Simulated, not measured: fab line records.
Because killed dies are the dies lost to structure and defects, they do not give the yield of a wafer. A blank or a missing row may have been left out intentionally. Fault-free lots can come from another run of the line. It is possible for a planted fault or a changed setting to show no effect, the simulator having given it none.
Split-lot experiment    flow n5 finfet    on a route of 1938 steps: 7 lots, 39 wafers read

SPLIT DETAILS
At N5_BEOL_M3_TRENCH_ETCH_37 (etches SiOC in C4F6/O2, target depth 55.555 nm, time 29.2 s), the setting target depth a was moved away from the recipe's 555.55 angstrom on 12 of the 39 wafers read, by -46.6% to -15.5%. The other wafers ran this setting at the recipe's value.

FROM THE SPLIT TO THE READING: what the file shows between them, 2 steps
- N5_BEOL_M3_ETCH_41: etches SiCN in CH3F/O2, target depth 29.9 nm, time 52.5 s
- N5_BEOL_M3_STRIP_97: strips in N2/H2, time 10 s

THE READING
trench depth nm, in nm, at N5_BEOL_M3_OCD_MEAS_38. Typical for fault-free wafers on this fab line: 55.2 nm, with standard deviation 1.4 nm.

wafer   tool, chamber at the split  target depth a as run, angstrom  against the recipe  trench depth nm, nm  against lot-mates on the recipe
L077.1  rie diel-03, 0              296.7                            -46.6%              30.3                 -25.6
L077.2  rie diel-03, 2              555.55                           recipe              56.3                 -
L077.3  rie diel-03, 3              555.55                           recipe              54.1                 -
L077.4  rie diel-03, 1              555.55                           recipe              57.3                 -
L077.5  rie diel-03, 3              296.7                            -46.6%              28.8                 -27.1
L077.6  rie diel-03, 2              296.7                            -46.6%              30.0                 -25.9
L087.1  rie diel-04, 3              464.8                            -16.3%              46.1                 -9.1
L087.2  rie diel-04, 0              555.55                           recipe              51.6                 -
L087.3  rie diel-04, 1              464.8                            -16.3%              44.9                 -10.3
L087.4  rie diel-04, 2              555.55                           recipe              57.0                 -
L087.5  rie diel-04, 2              555.55                           recipe              57.1                 -
L087.6  rie diel-04, 3              464.8                            -16.3%              45.8                 -9.4
L089.1  rie diel-02, 3              555.55                           recipe              55.1                 -
L089.2  rie diel-02, 0              555.55                           recipe              55.8                 -
L089.3  rie diel-02, 2              429.2                            -22.7%              41.5                 -13.5
L089.4  rie diel-02, 1              429.2                            -22.7%              42.7                 -12.3
L089.5  rie diel-02, 0              555.55                           recipe              54.0                 -
L089.6  rie diel-02, 1              429.2                            -22.7%              42.3                 -12.7
L090.3  rie diel-03, 1              555.55                           recipe              56.4                 -
L090.4  rie diel-03, 0              555.55                           recipe              57.0                 -
L090.5  rie diel-03, 2              555.55                           recipe              55.6                 -
L091.1  rie diel-04, 2              555.55                           recipe              57.6                 -
L091.2  rie diel-04, 3              555.55                           recipe              55.9                 -
L091.3  rie diel-04, 0              555.55                           recipe              51.9                 -
L091.4  rie diel-04, 1              555.55                           recipe              54.3                 -
L091.5  rie diel-04, 2              555.55                           recipe              57.6                 -
L091.6  rie diel-04, 3              555.55                           recipe              55.7                 -
L097.1  rie diel-04, 3              555.55                           recipe              55.7                 -
L097.2  rie diel-04, 0              555.55                           recipe              50.9                 -
L097.3  rie diel-04, 2              555.55                           recipe              57.2                 -
L097.4  rie diel-04, 1              555.55                           recipe              53.8                 -
L097.5  rie diel-04, 3              555.55                           recipe              55.0                 -
L097.6  rie diel-04, 0              555.55                           recipe              51.5                 -
L096.1  rie diel-02, 1              469.6                            -15.5%              46.1                 -8.3
L096.2  rie diel-02, 0              555.55                           recipe              54.5                 -
L096.3  rie diel-02, 2              469.6                            -15.5%              45.6                 -8.8
L096.4  rie diel-02, 3              469.6                            -15.5%              48.4                 -6.0
L096.5  rie diel-02, 0              555.55                           recipe              55.0                 -
L096.6  rie diel-02, 1              555.55                           recipe              53.8                 -

FIT RESULTS
A straight line over all 39 wafers: trench depth nm changes by +0.55 nm for each +1% of target depth a; r = +0.98; the points scatter about the line by 1.7 nm.
The same after taking each lot's own level away (the mean of its wafers on the recipe; 39 wafers): +0.561 nm for each +1%; r = +0.98; scatter 1.6 nm.
Per that fit: largest target depth a move, reading shift of 26 nm.
Across the lots, their own levels run from 54.02 to 56.33 nm, a range of 1.7 times the standard deviation given above.
Hence the lot-to-lot level has little effect on the slope; both slopes agree.
Check: -26.3 nm against its lot-mates is what the line predicts for one of the wafers moved furthest among these (-46.6%) when that wafer is left out of the fit. Against them it came out at -25.6 nm.

OTHER SPLITS APPLIED TO THESE WAFERS
Other splits were also applied to these wafers ahead of the reading. Each is held against what the fit with the lots' levels taken away leaves over:
other split on the same wafers            wafers away from the commonest value  r with trench depth nm (lot level and that fit taken away)
N5_BEOL_M2_TRENCH_ETCH_37 target depth a  12                                    -0.09

THE WHOLE CHAIN: every reading that the file lists as answering this split, in the file's order
step                       what it does                                                 reading                                                                    change (the file's fit)                r (the file's)
N5_BEOL_M3_TRENCH_ETCH_37  etches SiOC in C4F6/O2, target depth 55.555 nm, time 29.2 s  etch.depth nm (the simulator's own value, which no gauge read)             +0.557 nm for each +1% of the setting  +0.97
N5_BEOL_M3_TRENCH_ETCH_37  etches SiOC in C4F6/O2, target depth 55.555 nm, time 29.2 s  BEOL_M3.feature depth nm (the simulator's own value, which no gauge read)  +0.555 nm for each +1% of the setting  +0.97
N5_BEOL_M3_OCD_MEAS_38                                                                  trench depth nm                                                            +0.56 nm for each +1% of the setting   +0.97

THE FILE'S OWN FIT
trench depth nm changes by +0.56 nm for each +1% of target depth a, r = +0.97.
